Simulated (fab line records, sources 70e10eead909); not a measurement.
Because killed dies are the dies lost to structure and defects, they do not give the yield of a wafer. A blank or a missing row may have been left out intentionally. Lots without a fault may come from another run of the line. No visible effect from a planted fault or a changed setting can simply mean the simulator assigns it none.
fab line records	flow nandHarc
[record] lots = 13	wafers = 39	lastDay = 33
route steps=1302 shown P_GATE@185 P_CONTACT@217 END@1302
lots with no fault: from the same line, run without faults
startH: hours from the record's opening day to when the first of the lot's shown wafers began	waitH: time in hours since the lot's previous step	" unchanged from the row above	L1.1+2: several wafers, shown together as one row	- no value present, or no start provided	* or withheld: withheld	< > ~ a bound
route shown NAME@n: names a module that has steps shown in the file, with the first one's number in the route	usual: the fault-free wafers' mean and standard deviation	same: alike in all rows	chamber/n: place in a boat	sites: each site's reading	_std_site: the standard deviation of these	_edge_site: inner sites' mean taken away from outer sites' mean	radiusMm: how far each site lies from the wafer's centre	mask NAME#n: copy n	behind: the last tool/chamber to shape the wafer	hold: why the lot went on hold/how many hours it stayed there/how the hold came to an end	device: the transistor (n, p or np) that didn't switch	end of line: the route-end tests of the same wafers	for a step that has no rows: nothing shown but its recipe	killed: count of dies lost to structure and defects at first sort (not the wafer's yield)	map: the dies of a wafer, with x for killed, . for not killed, _ for no die there
set.NAME: the setting that was run; set.NAME@STEP: the one run at that earlier step	model.NAME: the simulator's own value behind a step, which no gauge read
a sample of lots followed through the steps of the route, with each step as a table and each wafer as a row
services: a tool's chamber out of use, with start hour (startH, from the record's first day; less than 0 if before it), hours out, and reason
[[steps]]
[step NHARC_P_GATE_CD_MEAS_59]
[recipe] targetCdNm = 720	landingEnergyEv = 500
[usual] cdNm = 720.0/2
lot.wafer	tool	chamber	startH	waitH	cdNm
L612.1	cdSem-03	0	111.56	-	717.4
L612.3	"	0	"	"	720.6
L612.4	"	0	"	"	717.5
L617.1	cdSem-02	0	162.54	-	717.6
L617.4	"	0	"	"	719.5
L617.6	"	0	"	"	717.0
L618.1	cdSem-02	0	173.35	-	717.8
L618.4	"	0	"	"	718.5
L618.5	"	0	"	"	717.2
L627.1	cdSem-02	0	259.85	-	719.9
L627.2	"	0	"	"	719.7
L627.6	"	0	"	"	719.1
L626.1	cdSem-02	0	260.64	-	718.1
L626.3	"	0	"	"	717.4
L626.4	"	0	"	"	718.2
L628.2	cdSem-01	0	281.57	-	719.4
L628.4	"	0	"	"	719.4
L628.5	"	0	"	"	718.9
L629.1	cdSem-02	0	285.43	-	718.9
L629.3	"	0	"	"	720.5
L629.4	"	0	"	"	721.6
L630.1	cdSem-02	0	293.63	-	721.8
L630.4	"	0	"	"	720.9
L630.6	"	0	"	"	721.3
L632.3	cdSem-01	0	311.30	-	717.4
L632.4	"	0	"	"	719.0
L632.5	"	0	"	"	715.4
L631.2	cdSem-02	0	312.33	-	720.8
L631.4	"	0	"	"	719.3
L631.6	"	0	"	"	720.4
L633.2	cdSem-03	0	332.41	-	719.5
L633.4	"	0	"	"	718.0
L633.6	"	0	"	"	719.6
L634.1	cdSem-01	0	337.38	-	718.2
L634.3	"	0	"	"	718.3
L634.6	"	0	"	"	717.6
L635.1	cdSem-01	0	350.75	-	722.7
L635.4	"	0	"	"	725.4
L635.5	"	0	"	"	721.8
[step NHARC_P_GATE_DESCUM_93]
[recipe] timeS = 3	o2FlowSccm = 200	arFlowSccm = 0	biasPowerW = 0	chemistry = O2
[usual] drypumpMotorCurrentA = 5.4/0.4	oesProductAu = 0.999/0.013	rfVppV = 57.7/0.85	showerheadPlenumPTorr = 1.90/0.099	throttleValvePct = 11.310/0.0092
[same] biasPowerW = 0
lot.wafer	tool	chamber	startH	waitH	drypumpMotorCurrentA	oesProductAu	rfHoursCounterH	rfVppV	showerheadPlenumPTorr	throttleValvePct
L612.3	rieDiel-08	1	113.35	-	4.9	1.007	3.7	58.1	1.81	11.306
L612.4	"	2	"	"	5.4	1.003	3.5	57.9	1.97	11.299
L612.1	"	3	"	"	4.8	0.993	3.6	57.2	1.97	11.298
L617.4	rieDiel-05	3	164.43	-	5.0	0.980	6.7	57.9	2.02	11.299
L617.1	"	2	"	"	6.3	1.006	7.1	58.7	1.93	11.319
L617.6	"	3	"	"	5.0	1.004	-	58.5	2.02	11.311
L618.4	rieDiel-05	1	175.25	-	5.3	0.988	7.7	56.0	1.78	11.294
L618.1	"	2	"	"	6.3	1.003	7.9	55.8	1.93	11.323
L618.5	"	0	"	"	5.6	1.000	-	56.7	1.86	11.318
L627.1	rieDiel-08	0	261.73	-	5.8	1.034	4.8	57.9	1.79	11.306
L627.2	"	1	"	"	4.9	0.994	5.6	57.5	1.81	11.297
L627.6	"	0	"	"	5.8	1.028	-	57.7	1.79	11.306
L626.3	rieDiel-08	1	262.52	-	4.9	0.997	5.6	56.3	1.81	11.296
L626.1	"	2	"	"	5.4	1.010	4.7	57.9	1.97	11.319
L626.4	"	3	"	"	4.9	0.996	3.0	57.9	1.97	11.296
L628.2	rieDiel-07	2	283.46	-	5.9	1.008	5.8	57.6	2.02	11.302
L628.4	"	3	"	"	5.3	0.991	5.2	57.9	2.05	11.305
L628.5	"	3	"	"	5.3	0.998	-	57.3	2.05	11.299
L629.4	rieDiel-05	0	287.18	-	5.6	0.988	4.5	58.8	1.86	11.306
L629.1	"	2	"	"	6.3	1.011	4.2	56.7	1.93	11.319
L629.3	"	3	"	"	5.0	0.998	4.9	58.2	2.02	11.306
L630.1	rieDiel-05	2	296.48	-	6.2	0.998	4.5	57.3	1.93	11.306
L630.4	"	0	"	"	5.6	0.983	4.7	57.9	1.86	11.306
L630.6	"	1	"	"	5.3	0.983	-	57.4	1.78	11.318
L632.3	rieDiel-07	0	313.18	-	5.4	0.979	0.6	58.1	1.81	11.302
L632.4	"	1	"	"	5.1	1.019	0.7	56.4	1.82	11.325
L632.5	"	0	"	"	5.4	0.993	-	58.1	1.81	11.313
L631.4	rieDiel-05	0	314.21	-	5.6	0.977	5.3	58.2	1.86	11.324
L631.2	"	2	"	"	6.3	1.001	5.0	56.8	1.93	11.314
L631.6	"	0	"	"	5.6	0.974	-	55.7	1.86	11.311
L633.2	rieDiel-08	1	334.19	-	4.9	0.992	13.0	57.7	1.80	11.290
L633.4	"	3	"	"	4.8	0.997	8.6	56.3	1.97	11.314
L633.6	"	1	"	"	4.9	1.005	-	56.4	1.80	11.328
L634.1	rieDiel-07	0	339.26	-	5.4	0.987	2.5	58.0	1.81	11.312
L634.3	"	1	"	"	5.1	0.997	2.8	58.2	1.82	11.303
L634.6	"	0	"	"	5.4	0.991	-	56.4	1.81	11.323
L635.1	rieDiel-07	1	352.63	-	5.1	1.021	3.6	56.6	1.82	11.304
L635.4	"	3	"	"	5.3	1.019	2.4	58.0	2.05	11.306
L635.5	"	1	"	"	5.1	1.022	-	57.5	1.82	11.315
[step NHARC_P_CONTACT_DEP_30]
[recipe] targetThkA = 300	tempC = 400	targetThkNm = 30	flowSccm = 200	rfW = 450	material = SiNx
[usual] heaterPowerOuterW = 433/73	heaterPowerW = 714/85
lot.wafer	tool	chamber	startH	waitH	heaterPowerOuterW	heaterPowerW	sinceWetCleanH
L612.1	pecvd-02	2	116.35	0.1	405	668	57
L612.3	"	0	"	"	531	830	57
L612.4	"	0	"	"	533	830	-
L617.1	pecvd-03	2	167.57	0.1	445	749	150
L617.6	"	2	"	"	448	732	-
L617.4	"	1	"	"	388	635	-
L618.1	pecvd-02	0	178.23	0.1	500	812	119
L618.5	"	0	"	"	521	829	-
L618.4	"	1	"	"	356	625	-
L627.2	pecvd-03	0	264.69	0.1	-	-	-
L627.1	"	2	"	"	-	-	-
L627.6	"	0	"	"	-	-	-
L626.3	pecvd-03	1	265.51	0.1	-	-	-
L626.1	"	0	"	"	-	-	-
L626.4	"	1	"	"	-	-	-
L628.2	pecvd-03	2	286.43	0.1	-	-	-
L628.4	"	0	"	"	-	-	-
L628.5	"	2	"	"	-	-	-
L629.3	pecvd-02	0	290.20	0.1	410	704	50
L629.1	"	1	"	"	412	696	50
L629.4	"	0	"	"	412	689	-
L630.1	pecvd-02	0	299.53	0.1	489	777	59
L630.4	"	0	"	"	487	799	-
L630.6	"	2	"	"	377	621	-
L632.3	pecvd-04	0	316.28	0.1	491	753	34
L632.4	"	0	"	"	489	743	-
L632.5	"	2	"	"	428	763	-
L631.2	pecvd-03	1	317.18	0.1	381	646	119
L631.6	"	2	"	"	462	751	-
L631.4	"	0	"	"	565	868	-
L633.2	pecvd-02	1	337.19	0.1	450	731	97
L633.4	"	1	"	"	440	725	-
L633.6	"	2	"	"	456	744	-
L634.3	pecvd-03	0	342.23	0.1	566	866	144
L634.1	"	2	"	"	470	753	144
L634.6	"	0	"	"	554	845	-
L635.1	pecvd-04	2	355.66	0.1	379	689	74
L635.5	"	0	"	"	511	757	-
L635.4	"	2	"	"	376	691	-
[step NHARC_P_CONTACT_DEP_00]
[recipe] targetThkA = 5000	tempC = 400	pressureTorr = 6.5	rfW = 900	teosFlowSccm = 161.4	flowSccm = 2650	targetThkNm = 500	gas = O2	material = SiO2
[usual] chamberPressureTorr = 6.497/0.015	flowSccm = 2649/8.3	heaterPowerW = 564/84	throttleValvePct = 16.6/0.64
lot.wafer	tool	chamber	startH	waitH	chamberPressureTorr	flowSccm	heaterPowerW	sinceWetCleanH	throttleValvePct
L612.1	pecvd-02	2	-	-	6.502	2650	496	57	17.2
L612.3	"	0	"	"	6.503	2638	687	57	16.5
L612.4	"	0	"	"	6.499	2646	702	-	16.4
L617.1	pecvd-03	2	-	-	6.520	2645	661	151	17.5
L617.6	"	2	"	"	6.501	2650	662	-	17.5
L617.4	"	1	"	"	6.482	2654	470	-	16.9
L618.1	pecvd-02	0	-	-	6.471	2658	681	119	16.1
L618.5	"	0	"	"	6.495	2653	690	-	16.5
L618.4	"	1	"	"	6.501	2654	453	-	15.9
L627.2	pecvd-03	0	264.92	0.2	6.516	2651	642	67	16.6
L627.1	"	2	"	"	6.497	2650	526	67	17.0
L627.6	"	0	"	"	6.525	2656	683	-	16.4
L626.3	pecvd-03	1	265.74	0.2	6.510	2654	477	68	17.1
L626.1	"	0	"	"	6.493	2635	675	68	16.4
L626.4	"	1	"	"	6.517	2646	489	-	16.8
L628.2	pecvd-03	2	286.77	0.3	6.501	2648	635	89	17.1
L628.4	"	0	"	"	6.499	2640	567	-	16.7
L628.5	"	2	"	"	6.490	2654	514	-	17.0
L629.3	pecvd-02	0	-	-	6.497	2654	621	50	16.4
L629.1	"	1	"	"	6.494	2635	534	50	15.9
L629.4	"	0	"	"	6.506	2661	627	-	16.5
L630.1	pecvd-02	0	-	-	6.522	2648	672	59	16.8
L630.4	"	0	"	"	6.502	2653	684	-	16.5
L630.6	"	2	"	"	6.498	2653	552	-	16.8
L632.3	pecvd-04	0	-	-	6.461	2646	733	34	15.0
L632.4	"	0	"	"	6.502	2660	575	-	15.0
L632.5	"	2	"	"	6.494	2651	583	-	17.1
L631.2	pecvd-03	1	-	-	6.493	2657	433	119	17.2
L631.6	"	2	"	"	6.489	2661	586	-	17.0
L631.4	"	0	"	"	6.501	2641	633	-	16.6
L633.2	pecvd-02	1	-	-	6.491	2651	567	97	16.1
L633.4	"	1	"	"	6.502	2659	607	-	16.2
L633.6	"	2	"	"	6.478	2636	536	-	17.4
L634.3	pecvd-03	0	-	-	6.467	2660	684	144	16.6
L634.1	"	2	"	"	6.507	2645	654	144	17.2
L634.6	"	0	"	"	6.497	2654	723	-	16.7
L635.1	pecvd-04	2	-	-	6.477	2663	505	74	16.9
L635.5	"	0	"	"	6.503	2651	629	-	15.1
L635.4	"	2	"	"	6.474	2658	524	-	17.0
[step NHARC_END_SORT_01]
[recipe] tempC = 25
[usual] killedAtArray = 54/17	killedAtOther = 1.0/1.4	killedAtPeriphery = 3.6/2.1	killedDies = 58/17	killedOpen = 3.2/2	killedShort = 2.5/1.5
[same] grossDies = 677
lot.wafer	tool	chamber	startH	waitH	killedAtArray	killedAtOther	killedAtPeriphery	killedDies	killedOpen	killedShort
L627.1	prober-01	0	710.90	2.5	77	1	264	342	4	2
L627.2	prober-01	0	711.71	2.8	51	0	284	335	5	3
L627.6	prober-01	0	714.91	4.0	61	0	256	317	2	3
L626.1	prober-02	0	710.95	2.5	58	0	246	304	3	1
L626.3	prober-02	0	712.53	3.1	52	1	267	320	3	1
L626.4	prober-02	0	713.32	3.4	62	0	255	317	3	3
L628.2	prober-01	0	723.03	2.8	32	0	271	303	3	2
L628.4	prober-01	0	724.65	3.5	48	1	260	309	2	6
L628.5	prober-01	0	725.47	3.8	33	1	270	304	2	6
L630.1	prober-01	0	764.88	2.5	34	2	3	39	6	5
L630.4	prober-01	0	767.30	3.4	25	1	3	29	3	2
L630.6	prober-01	0	768.92	4.0	32	1	3	36	4	6
L631.2	prober-01	0	773.49	2.8	57	2	4	63	2	2
L631.4	prober-01	0	775.10	3.4	57	2	8	67	3	2
L631.6	prober-01	0	776.72	4.0	63	1	2	66	3	0
// killed by level:class
L627.1 P_CONTACT:areaDep=259 A_CHANNEL_HOLE_D1:chamberFilmFlake=32 A_CHANNEL_HOLE_D2:chamberFilmFlake=25 A_STAIRCASE:chamberFilmFlake=5 A_SLIT:chamberFilmFlake=4 A_CONTACT:chamberFilmFlake=3 P_BONDPAD:chamberFilmFlake=2 A_ZERO_WELL:chamberFilmFlake=2
L626.1 P_CONTACT:areaDep=244 A_SLIT:chamberFilmFlake=33 A_CHANNEL_HOLE_D1:chamberFilmFlake=12 A_CONTACT:chamberFilmFlake=6 P_CONTACT:geometricParticle:open=1 A_ONON_D1:geometricParticle:short=1 A_CHANNEL_FILL_D1:geometricParticle:open=1 A_CONTACT:geometricParticle:open=1
L627.2 P_CONTACT:areaDep=278 A_CHANNEL_HOLE_D2:chamberFilmFlake=21 A_CHANNEL_HOLE_D1:chamberFilmFlake=11 A_STAIRCASE:chamberFilmFlake=9 A_CONTACT:chamberFilmFlake=3 P_GATE:chamberFilmFlake=2 P_M0:geometricParticle:open=1 P_M0:geometricParticle:short=1
L626.3 P_CONTACT:areaDep=266 A_SLIT:chamberFilmFlake=38 A_CHANNEL_HOLE_D1:chamberFilmFlake=6 A_BLC:chamberFilmFlake=3 A_CONTACT:chamberFilmFlake=2 P_M1:geometricParticle:short=1 A_CHANNEL_HOLE_D1:geometricParticle:open=1 A_DECK1_JOINT:geometricParticle:open=1
L626.4 P_CONTACT:areaDep=251 A_SLIT:chamberFilmFlake=36 A_CHANNEL_HOLE_D1:chamberFilmFlake=9 A_CONTACT:chamberFilmFlake=5 A_BLC:chamberFilmFlake=4 P_STI:chamberFilmFlake=3 A_STAIRCASE:chamberFilmFlake=2 P_CONTACT:geometricParticle:short=1
L627.6 P_CONTACT:areaDep=250 A_CHANNEL_HOLE_D1:chamberFilmFlake=27 A_CHANNEL_HOLE_D2:chamberFilmFlake=13 A_STAIRCASE:chamberFilmFlake=10 P_GATE:chamberFilmFlake=2 P_BONDPAD:chamberFilmFlake=2 A_ZERO_WELL:chamberFilmFlake=2 A_SLIT:chamberFilmFlake=2
L628.2 P_CONTACT:areaDep=261 A_CHANNEL_HOLE_D1:chamberFilmFlake=13 A_SLIT:chamberFilmFlake=7 P_M1:chamberFilmFlake=5 A_CONTACT:chamberFilmFlake=4 P_GATE:chamberFilmFlake=2 A_STAIRCASE:chamberFilmFlake=2 P_M0:geometricParticle:short=1
L628.4 P_CONTACT:areaDep=254 A_CHANNEL_HOLE_D1:chamberFilmFlake=32 P_M1:chamberFilmFlake=4 A_WL_FILL:geometricParticle:short=3 A_BLC:chamberFilmFlake=3 P_GATE:chamberFilmFlake=2 A_CONTACT:chamberFilmFlake=2 A_ONON_D1:geometricParticle:short=1
L628.5 P_CONTACT:areaDep=265 A_CHANNEL_HOLE_D1:chamberFilmFlake=14 A_CONTACT:chamberFilmFlake=6 A_SLIT:chamberFilmFlake=4 P_M1:chamberFilmFlake=3 A_WL_FILL:geometricParticle:short=2 P_M0:geometricParticle:open=1 A_SOURCE_PLATE:geometricParticle:short=1
L630.1 A_CHANNEL_HOLE_D1:chamberFilmFlake=12 A_SLIT:chamberFilmFlake=6 A_WL_FILL:chamberFilmFlake=3 A_CONTACT:chamberFilmFlake=3 A_CHANNEL_FILL_D2:geometricParticle:open=2 P_M2:chamberFilmFlake=2 A_ONON_D1:geometricParticle:short=1 A_CHANNEL_HOLE_D1:geometricParticle:open=1
L630.4 A_CHANNEL_HOLE_D1:chamberFilmFlake=9 A_CONTACT:chamberFilmFlake=5 A_SLIT:chamberFilmFlake=4 P_M2:chamberFilmFlake=2 P_M1:geometricParticle:open=1 A_ONON_D1:geometricParticle:open=1 A_DECK1_JOINT:geometricParticle:short=1 A_M1:geometricParticle:open=1
L630.6 A_CHANNEL_HOLE_D1:chamberFilmFlake=11 A_CONTACT:chamberFilmFlake=4 A_SLIT:chamberFilmFlake=3 A_CHANNEL_FILL_D1:geometricParticle:short=2 A_WL_FILL:geometricParticle:short=2 A_ZERO_WELL:chamberFilmFlake=2 P_M2:geometricParticle:open=1 A_SOURCE_PLATE:geometricParticle:open=1
L631.2 A_SLIT:chamberFilmFlake=31 A_CHANNEL_HOLE_D1:chamberFilmFlake=8 A_WL_FILL:chamberFilmFlake=5 A_CONTACT:chamberFilmFlake=5 P_ZERO_WELL:chamberFilmFlake=2 A_STAIRCASE:chamberFilmFlake=2 THIN_TSV:chamberFilmFlake=2 A_ONON_D1:geometricParticle:short=1
L631.4 A_SLIT:chamberFilmFlake=28 A_CHANNEL_HOLE_D1:chamberFilmFlake=11 A_CONTACT:chamberFilmFlake=8 P_GATE:chamberFilmFlake=3 A_CHANNEL_FILL_D2:chamberFilmFlake=3 P_ZERO_WELL:chamberFilmFlake=2 A_ZERO_WELL:chamberFilmFlake=2 A_STAIRCASE:chamberFilmFlake=2
L631.6 A_SLIT:chamberFilmFlake=34 A_CHANNEL_HOLE_D1:chamberFilmFlake=12 A_CONTACT:chamberFilmFlake=7 A_STAIRCASE:chamberFilmFlake=4 P_GATE:chamberFilmFlake=2 A_ONON_D1:geometricParticle:open=1 A_DECK1_JOINT:geometricParticle:open=1 A_M0:geometricParticle:open=1
[[services]]
tool	chamber	startH	hours	kind
rieDiel-05	1	101.12	6.5	repair
rieDiel-05	2	107.74	5.0	repair
rieDiel-07	-	117.20	9.0	pm
pecvd-03	-	185.25	13.0	pm
pecvd-03	0	185.25	13.0	ventCycle
pecvd-03	1	185.25	13.0	ventCycle
pecvd-03	2	185.25	13.0	ventCycle
rieDiel-08	-	190.80	9.0	pm
pecvd-02	-	227.41	13.0	pm
rieDiel-05	0	228.13	5.4	repair
rieDiel-05	-	229.80	9.0	pm
pecvd-03	-	233.94	0.7	repair
rieDiel-08	3	238.97	2.2	repair
rieDiel-07	3	252.65	3.6	repair
pecvd-03	1	254.41	4.9	repair
pecvd-04	-	265.02	1.7	repair
pecvd-04	-	269.09	13.0	pm
rieDiel-07	-	281.58	0.6	repair
pecvd-03	1	285.71	4.9	repair
rieDiel-07	-	294.20	9.0	pm
pecvd-03	2	326.94	4.7	repair
rieDiel-07	3	327.45	5.5	repair
rieDiel-07	0	350.20	1.6	repair
rieDiel-07	1	355.01	2.6	repair
[[key]]
[firstSign] step = NHARC_P_CONTACT_DEP_30	reading = toolRecord	direction = missing
[effect] step = NHARC_END_SORT_01	reading = killedAtPeriphery	direction = up	sigmas = 99+	usual = 3.6	struck = 263.7
[moreKillsBornAt] NHARC_P_CONTACT_DEP_30@pecvd-03 = 2328
metAt NHARC_P_CONTACT_DEP_30
struckLots L626,L627,L628
testerLeftOut L626,L627,L628
notActingAt NHARC_P_GATE_CD_MEAS_59,NHARC_P_GATE_DESCUM_93,NHARC_P_CONTACT_DEP_00
onsetBetween 167.57 264.69
[fault] kind = skippedStepWhole	tool = pecvd-03	chamber = -	onsetH = 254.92	steps = NHARC_P_CONTACT_DEP_30	scope = struckLotsOnly
// testerLeftOut: of these lots the tester's yield and bins aren't shown, on N5 and GAA mostly nor the transistor test; their killed dies are dies lost to structure and defects alone, not to doping, threshold or leakage, so they don't give the yield
